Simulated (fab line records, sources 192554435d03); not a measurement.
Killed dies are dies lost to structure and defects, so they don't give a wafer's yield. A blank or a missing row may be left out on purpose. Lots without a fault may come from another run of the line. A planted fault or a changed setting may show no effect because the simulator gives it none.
Split-lot experiment | flow n5_finfet | 7 lots, 21 wafers read, on a route of 1938 steps

THE SPLIT
At N5_BEOL_M14_SPUTTER_43 (material TaN, target thk 15 nm, time 24.19 s), the setting power_w was moved away from the recipe's 15000 W on 6 of the 21 wafers read, by -16.5% to +5.3%. The other wafers ran this setting at the recipe's value.

The reading is taken at the split's own step.

THE READING
TaN_of_BEOL_M14_SPUTTER_43.thk_nm (the simulator's own value, which no gauge read), in nm, at N5_BEOL_M14_SPUTTER_43 (material TaN, target thk 15 nm, time 24.19 s). The file gives no usual value for it. The 15 wafers here that ran the recipe average 15.1 nm, standard deviation 0.2 nm.

wafer  | tool, chamber at the split | power_w as run, W | against the recipe | TaN_of_BEOL_M14_SPUTTER_43.thk_nm, nm | against lot-mates on the recipe
L075.2 | pvd_sputter-03, -          | 15690             | +4.6%              | 15.6                                  | +0.5
L075.5 | pvd_sputter-03, -          | 15000             | recipe             | 15.2                                  | -
L075.6 | pvd_sputter-03, -          | 15000             | recipe             | 15                                    | -
L081.1 | pvd_sputter-03, -          | 15000             | recipe             | 15.2                                  | -
L081.2 | pvd_sputter-03, -          | 15000             | recipe             | 15                                    | -
L081.5 | pvd_sputter-03, -          | 15000             | recipe             | 15.4                                  | -
L086.2 | pvd_sputter-01, -          | 15000             | recipe             | 14.8                                  | -
L086.6 | pvd_sputter-01, -          | 15000             | recipe             | 14.8                                  | -
L086.3 | pvd_sputter-01, -          | 15000             | recipe             | 15.2                                  | -
L084.2 | pvd_sputter-02, -          | 15000             | recipe             | 15.2                                  | -
L084.3 | pvd_sputter-02, -          | 13300             | -11.3%             | 13.6                                  | -1.6
L084.6 | pvd_sputter-02, -          | 13300             | -11.3%             | 13.6                                  | -1.6
L091.2 | pvd_sputter-03, -          | 15000             | recipe             | 15                                    | -
L091.3 | pvd_sputter-03, -          | 12530             | -16.5%             | 12.8                                  | -2.3
L091.5 | pvd_sputter-03, -          | 15000             | recipe             | 15.2                                  | -
L090.2 | pvd_sputter-02, -          | 15000             | recipe             | 15.4                                  | -
L090.5 | pvd_sputter-02, -          | 15000             | recipe             | 15.4                                  | -
L090.6 | pvd_sputter-02, -          | 13650             | -9.0%              | 14                                    | -1.4
L097.1 | pvd_sputter-01, -          | 15000             | recipe             | 15                                    | -
L097.2 | pvd_sputter-01, -          | 15000             | recipe             | 15.4                                  | -
L097.4 | pvd_sputter-01, -          | 15790             | +5.3%              | 15.8                                  | +0.6

THE FIT
A straight line over all 21 wafers: TaN_of_BEOL_M14_SPUTTER_43.thk_nm changes by +0.135 nm for each +1% of power_w; r = +0.97; the points scatter about the line by 0.18 nm.
The same after taking each lot's own level away (the mean of its wafers on the recipe; 21 wafers): +0.139 nm for each +1%; r = +0.98; scatter 0.14 nm.
On that fit, the largest move of power_w shifts the reading by 2.3 nm.
The lots' own levels span 14.93 to 15.40 nm, that is 2.3 times the standard deviation above.
So the lot-to-lot level changes the slope little: the two slopes agree.
Check: with one of the wafers moved furthest among these (-16.5%) left out of the fit, the line predicts -2.31 nm for it against its lot-mates. It came out at -2.3 nm against them.

OTHER SPLITS ON THESE WAFERS
These wafers also went through other splits before the reading. Each is held against what the fit with the lots' levels taken away leaves over:
other split on the same wafers    | wafers away from the commonest value | r with TaN_of_BEOL_M14_SPUTTER_43.thk_nm (lot level and that fit taken away)
N5_BEOL_M10_TRENCH_ETCH_37 bias_w | 7                                    | +0.01
N5_BEOL_M12_TRENCH_ETCH_34 time_s | 6                                    | +0.02
N5_BEOL_M12_ETCH_38 time_s        | 9                                    | -0.24
N5_BEOL_M13_SPUTTER_43 time_s     | 6                                    | -0.07

THE FILE'S OWN FIT
TaN_of_BEOL_M14_SPUTTER_43.thk_nm changes by +0.14 nm for each +1% of power_w, r = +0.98.
